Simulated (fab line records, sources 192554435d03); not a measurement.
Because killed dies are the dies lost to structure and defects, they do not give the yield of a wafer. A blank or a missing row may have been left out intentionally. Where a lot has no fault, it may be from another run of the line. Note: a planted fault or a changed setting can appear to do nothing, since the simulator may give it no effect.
Matching of chambers    flow n5_finfet    pecvd-04 running N5_BEOL_M8_ILD_DEP_00: 3 sister chambers
The step deposits SiCOH lowk from DEMS/porogen, target thk 179.75 nm, time 33.4 s. 6 wafers are shown with their chamber, then 12 later ones without.

== EACH WAFER AND ITS CHAMBER ==
wafer   chamber  throttle_valve_pct (%)  heater_power_w (W)
L088.2  2        14.4                    366
L088.5  2        14.2                    374
L089.5  1        13.5                    344
L090.4  1        13.6                    304
L091.3  0        13.1                    317
L091.5  0        13.1                    322

== WAFERS MISSING THEIR CHAMBER ==
wafer   throttle_valve_pct (%)  heater_power_w (W)
L092.1  13.3                    313
L092.2  14.6                    345
L092.3  13.3                    289
L094.1  13.7                    318
L094.5  13.2                    286
L094.6  13.5                    315
L093.2  13.7                    339
L093.4  12.8                    335
L093.6  13.3                    352
L097.3  14.4                    316
L097.5  13.6                    328
L097.6  14.6                    320

== CHAMBER TAKEN BY EACH ==
wafer   from the rows above      in truth
L092.1  can't be placed: 0 or 1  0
L092.2  2                        2
L092.3  can't be placed: 0 or 1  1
L094.1  1                        1
L094.5  0                        0
L094.6  1                        1
L093.2  1                        1
L093.4  0                        0
L093.6  can't be placed: 0 or 1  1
L097.3  2                        2
L097.5  1                        1
L097.6  2                        2
Correct placement for 9 of the 12. Cannot be placed on the basis of these rows: 3; the candidates contain the true chamber in 3. 0 placed wrongly.
How it was worked out, from the rows above alone: a wafer's distance from a chamber is the root of the sum, over the readings, of the square of ((its reading less the chamber's mean) divided by the reading's scatter). The wafer belongs to the nearest chamber; if the next one is less than 2 further off, it can't be placed. The mean given for a chamber averages the wafers shown for that chamber. How the scatter is found: for the shown wafers, subtract from each reading the mean of its chamber, square and add these, divide the total by (wafers less chambers), then take the root.
